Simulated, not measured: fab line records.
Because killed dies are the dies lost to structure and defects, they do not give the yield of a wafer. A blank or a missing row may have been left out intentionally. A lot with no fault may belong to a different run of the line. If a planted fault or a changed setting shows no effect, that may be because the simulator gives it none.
2 desks looking at one fault | flow nand harc | every desk sees just its own numbers, and what lay behind them comes last

## AT THE METROLOGY DESK
Means of the sampled wafers that have a number, per lot and without regard to the tool the lot ran on: this is what the gauges read. Marked OUT: a lot whose mean sits more than 4 standard deviations from the usual mean, which makes it out of limits; the brackets give that distance.
Columns: A = cd nm at NHARC_P_BONDPAD_CD_MEAS_13, usual 500.2 nm; B = thk nm at NHARC_A_ONON_D1_THK_MEAS_08, usual 1000 nm; C = thk nm at NHARC_A_ONON_D1_THK_MEAS_24, usual 1003 nm
lot  | first seen here | A     | B    | C
L562 | day 6 20:40     | 497.9 | 1001 | 999
L563 | day 6 20:48     | 498.5 | 999  | 1002
L561 | day 6 20:52     | 501.4 | 1019 | 996
L564 | day 7 06:17     | 500.1 | 1010 | 993
L566 | day 7 13:53     | 500.4 | 988  | 1004
L567 | day 7 20:55     | 501.4 | 1004 | 994
L568 | day 8 07:09     | 498.8 | 998  | 1009
L573 | day 9 13:53     | 498.0 | 1014 | 1009
L572 | day 9 17:00     | 498.4 | 988  | 1051 (+4.4) OUT
L580 | day 11 01:55    | 502.1 | 1017 | 1013
L581 | day 11 05:14    | 500.8 | 985  | 1029
L583 | day 11 20:52    | 499.3 | 994  | 993
L584 | day 11 23:59    | 500.5 | 995  | 1007
Finding of this desk: L572 out of limits; the first was L572 at day 11 12:11, on thk nm at NHARC_A_ONON_D1_THK_MEAS_24. L562, L563, L561, L564, L566, L567, L568, L573, L580, L581, L583, L584: within limits.

## THE TOOL OWNER'S DESK: pecvd onon-02
The tool's own readings at NHARC_A_ONON_D1_DEP_22 (target thk 1000 nm): means of the sampled wafers that have a number, for each lot that ran on this tool. Marked OUT: a lot whose mean sits more than 4 standard deviations from the usual mean, which makes it out of limits; the brackets give that distance.
Columns: A = nh3 flow sccm at NHARC_A_ONON_D1_DEP_22, usual 499.7 sccm
lot  | first seen here | A
L563 | day 8 09:46     | 499.9
L566 | day 9 03:43     | 501.2
L572 | day 11 11:47    | 498.9
Result from this desk: across the 3 lots, nothing is out of limits.

## TAKEN TOGETHER
L572 would have let the metrology desk raise an alarm at day 11 12:11.
Nothing out of limits was seen by the tool owner's desk.
Tool owner's desk: L572 on record, inside its limits.
Every lot named ran NHARC_A_ONON_D1_DEP_22 on pecvd onon-02.

## WHAT WAS PUT IN BY THE SIMULATOR
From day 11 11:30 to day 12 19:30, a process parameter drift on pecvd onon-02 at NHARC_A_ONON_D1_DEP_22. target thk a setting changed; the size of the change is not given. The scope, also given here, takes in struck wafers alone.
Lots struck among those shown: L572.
Delay in hours, fault start to first out-of-limits reading, per desk: metrology desk 1.
